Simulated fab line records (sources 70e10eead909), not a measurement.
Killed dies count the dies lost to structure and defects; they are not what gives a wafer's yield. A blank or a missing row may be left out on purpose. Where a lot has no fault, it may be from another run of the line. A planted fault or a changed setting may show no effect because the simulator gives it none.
Chamber matching	flow nand_harc	4 sister chambers for NHARC_A_WL_FILL_ALD_02 on ald_metal-03
The step deposits TiN, target thk 2 nm, pulse time 3 s, ald cycles 100. 18 wafers are shown with their chamber, then 9 later ones without.

WAFERS WITH THEIR CHAMBER
wafer	chamber	heater_power_outer_w (W)	heater_power_w (W)	precursor_pulse_height_rel
L075.2	2	731	1141	1.009
L075.3	0	735	1077	0.979
L075.6	0	723	1098	0.974
L077.3	2	706	1169	0.995
L077.4	0	734	1066	0.984
L077.5	0	754	1068	0.987
L080.1	2	713	1158	0.986
L080.4	3	555	937	0.994
L080.5	3	557	902	0.977
L084.1	0	722	1090	0.996
L084.2	1	616	931	1.009
L084.6	2	717	1166	1.006
L087.1	3	558	901	1.022
L087.2	1	618	928	1.013
L087.3	2	705	1128	0.990
L090.3	3	559	905	1.014
L090.4	2	706	1129	0.995
L090.5	1	610	939	0.990

SIGNATURES (means of the wafers above)
reading	chamber 0	chamber 1	chamber 2	chamber 3	scatter within a chamber
heater_power_outer_w	733.60	614.67	713.00	557.25	9.3
heater_power_w	1079.80	932.67	1148.50	911.25	15.6
precursor_pulse_height_rel	0.98400	1.00400	0.99683	1.00175	0.0126
Rule: a wafer's distance from a chamber is the root of the sum, over the readings, of the square of ((its reading less the chamber's mean) divided by the reading's scatter). If the next closest chamber is less than 2 further off than the closest, the wafer can't be placed; otherwise it belongs to the closest. The scatter is the square root of a quotient: the sum, over the shown wafers, of each reading's squared deviation from its chamber's mean, divided by wafers minus chambers.

WAFERS WITHOUT THEIR CHAMBER
wafer	heater_power_outer_w (W)	heater_power_w (W)	precursor_pulse_height_rel
L088.2	778	1150	0.999
L088.3	695	1114	0.997
L088.5	619	923	1.000
L092.2	771	1138	1.031
L092.5	787	1173	1.047
L092.6	608	941	0.986
L094.1	611	939	1.006
L094.3	706	1149	1.015
L094.4	561	909	1.012

CHAMBER TAKEN BY EACH
wafer	from the rows above	in truth
L088.2	can't be placed: 0 or 2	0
L088.3	can't be placed: 2 or 0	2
L088.5	1	1
L092.2	can't be placed: 0 or 2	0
L092.5	can't be placed: 2 or 0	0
L092.6	1	1
L094.1	1	1
L094.3	2	2
L094.4	3	3
Correct placement for 5 of the 9. From these rows, 4 cannot be placed; in 4 the true chamber is one of the candidates. 0 placed wrongly.
